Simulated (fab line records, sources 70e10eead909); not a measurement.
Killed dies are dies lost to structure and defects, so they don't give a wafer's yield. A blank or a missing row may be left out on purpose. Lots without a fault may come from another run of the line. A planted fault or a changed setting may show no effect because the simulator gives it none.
Problem report in the 8D (eight disciplines) form, filled by code | flow nand_harc | the parts of the form that need people (team, actions taken, sign-off) are left out

1. THE PROBLEM
thk_nm at NHARC_A_ONON_D1_THK_MEAS_27 reads a mean of 1279 nm on 3 wafers of 3 lots; wafers without a fault read 999 nm with a standard deviation of 13. That is +22 standard deviations from the usual mean.
The step: measures by ellipsometry.
First seen on wafer L334.3, day 11 21:55, on film_metro-02. The record holds 43 wafers of 15 lots with a number at this step. Rule for "out", or "out of limits": more than 4 standard deviations from the usual mean. The other wafers with a number count as sound.

2. WHAT IT IS AND WHAT IT IS NOT
question                    | is                           | is not
which readings at this step | thk_nm                       | -
which lots                  | L334, L337, L338             | L320, L321, L323, L324, L325, L326, L328, L329, L330, L331, L332, L335
which wafers of those lots  | L334.3, L337.3, L338.3       | L334.1, L334.6, L337.1, L338.6
read on which gauges        | film_metro-01, film_metro-02 | -
when                        | from day 11 21:55            | up to then (35 sound wafers); but 5 sound wafers of L335, L337, L338 came after

3. SUSPECTS, AND WHAT RULES EACH OUT
Counting: a tool at a process step up to the reading stays a suspect if it ran every lot that is out. Sound lots after the first of them don't rule it out here, since some wafers of a struck lot are sound.
- the gauge at NHARC_A_ONON_D1_THK_MEAS_27: ruled out. The wafers that are out were read on 2 gauges (film_metro-01, film_metro-02).
- pecvd_onon-02 at NHARC_A_ONON_D1_DEP_25 (target thk 1000 nm): kept. It ran every lot that is out, first L334 (day 11 21:25); its last sound lot up to then is L332 (day 11 11:37).
Left after counting: pecvd_onon-02 at NHARC_A_ONON_D1_DEP_25.

4. THE CAUSE (what the simulator had put in)
Process parameter drift: pecvd_onon-02, from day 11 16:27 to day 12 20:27, at NHARC_A_ONON_D1_DEP_25. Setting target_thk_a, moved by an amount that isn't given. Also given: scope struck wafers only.
Counting left only this tool.

5. THE CHAIN OF EFFECTS, in route order
Each row: a reading whose mean over the struck wafers that have a number lies more than 3 standard deviations from the usual. Only readings for which the record gives a usual standard deviation are gone through. hours: the time from each lot's start at the first step in this table that gives one to its start at this step, as a median over the lots. sigmas: the change in usual standard deviations.
hours | step                        | reading         | usual  | on struck wafers | change | sigmas
0     | NHARC_A_ONON_D1_THK_MEAS_27 | thk_nm          | 999 nm | 1279             | +280   | +22
282   | NHARC_END_SORT_01           | killed_at_array | 29     | 673              | +644   | +59
282   | NHARC_END_SORT_01           | killed_dies     | 33     | 677              | +644   | +54

6. WHAT WOULD HAVE CAUGHT IT SOONER
In this record the first reading out of limits at a measuring or inspecting step was taken at day 11 21:55, 5 hours after the fault began at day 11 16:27.
Of the lots that are out (3), L337, L338 began NHARC_A_ONON_D1_DEP_25 on pecvd_onon-02 after day 11 21:55. A hold on the tool at that time would have spared those 2.
